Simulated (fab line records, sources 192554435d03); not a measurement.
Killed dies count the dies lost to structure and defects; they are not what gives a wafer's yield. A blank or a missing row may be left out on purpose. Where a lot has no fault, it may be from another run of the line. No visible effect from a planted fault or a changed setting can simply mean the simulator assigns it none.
Chamber matching || flow n5_finfet || N5_MOL_CONTACT_COAG_ETCH_91 on rie_diel-06: 4 sister chambers
The step etches SOC in N2/H2, target depth 60 nm, overetch 21 nm, time 101.2 s. 8 wafers are shown with their chamber, then 9 later ones without.

## WAFERS, EACH WITH ITS CHAMBER
{"wafer": "L084.2", "chamber": 0, "drypump_motor_current_A (A)": 6.2, "showerhead_plenum_p_Torr (Torr)": 2.48}
{"wafer": "L084.6", "chamber": 0, "drypump_motor_current_A (A)": 6.2, "showerhead_plenum_p_Torr (Torr)": 2.48}
{"wafer": "L088.2", "chamber": 3, "drypump_motor_current_A (A)": 6.6, "showerhead_plenum_p_Torr (Torr)": 2.58}
{"wafer": "L088.4", "chamber": 2, "drypump_motor_current_A (A)": 5.5, "showerhead_plenum_p_Torr (Torr)": 2.45}
{"wafer": "L088.5", "chamber": 1, "drypump_motor_current_A (A)": 4.9, "showerhead_plenum_p_Torr (Torr)": 2.42}
{"wafer": "L089.2", "chamber": 2, "drypump_motor_current_A (A)": 5.4, "showerhead_plenum_p_Torr (Torr)": 2.45}
{"wafer": "L089.3", "chamber": 1, "drypump_motor_current_A (A)": 4.8, "showerhead_plenum_p_Torr (Torr)": 2.42}
{"wafer": "L089.5", "chamber": 3, "drypump_motor_current_A (A)": 6.6, "showerhead_plenum_p_Torr (Torr)": 2.57}

## WAFERS WHOSE CHAMBER IS MISSING
{"wafer": "L091.1", "drypump_motor_current_A (A)": 5.4, "showerhead_plenum_p_Torr (Torr)": 2.45}
{"wafer": "L091.2", "drypump_motor_current_A (A)": 6.6, "showerhead_plenum_p_Torr (Torr)": 2.57}
{"wafer": "L091.3", "drypump_motor_current_A (A)": 4.9, "showerhead_plenum_p_Torr (Torr)": 2.42}
{"wafer": "L093.2", "drypump_motor_current_A (A)": 5.4, "showerhead_plenum_p_Torr (Torr)": 2.45}
{"wafer": "L093.3", "drypump_motor_current_A (A)": 6.6, "showerhead_plenum_p_Torr (Torr)": 2.57}
{"wafer": "L093.4", "drypump_motor_current_A (A)": 4.8, "showerhead_plenum_p_Torr (Torr)": 2.41}
{"wafer": "L095.2", "drypump_motor_current_A (A)": 4.9, "showerhead_plenum_p_Torr (Torr)": 2.41}
{"wafer": "L095.3", "drypump_motor_current_A (A)": 5.4, "showerhead_plenum_p_Torr (Torr)": 2.45}
{"wafer": "L095.4", "drypump_motor_current_A (A)": 5.5, "showerhead_plenum_p_Torr (Torr)": 2.45}

## CHAMBER TAKEN BY EACH
{"wafer": "L091.1", "from the rows above": 2, "in truth": 2}
{"wafer": "L091.2", "from the rows above": 3, "in truth": 3}
{"wafer": "L091.3", "from the rows above": 1, "in truth": 1}
{"wafer": "L093.2", "from the rows above": 2, "in truth": 2}
{"wafer": "L093.3", "from the rows above": 3, "in truth": 3}
{"wafer": "L093.4", "from the rows above": 1, "in truth": 1}
{"wafer": "L095.2", "from the rows above": 1, "in truth": 1}
{"wafer": "L095.3", "from the rows above": 2, "in truth": 2}
{"wafer": "L095.4", "from the rows above": 2, "in truth": 2}
Correct placement for 9 of the 9. Left unplaced by these rows: 0. Wrongly placed: 0.
How it was worked out, from the rows above alone: a wafer's distance from a chamber is the root of the sum, over the readings, of the square of ((its reading less the chamber's mean) divided by the reading's scatter). The wafer belongs to the nearest chamber; if the next one is less than 2 further off, it can't be placed. For every chamber, the mean is computed from those of its wafers that are shown. The scatter is the square root of a quotient: the sum, over the shown wafers, of each reading's squared deviation from its chamber's mean, divided by wafers minus chambers.
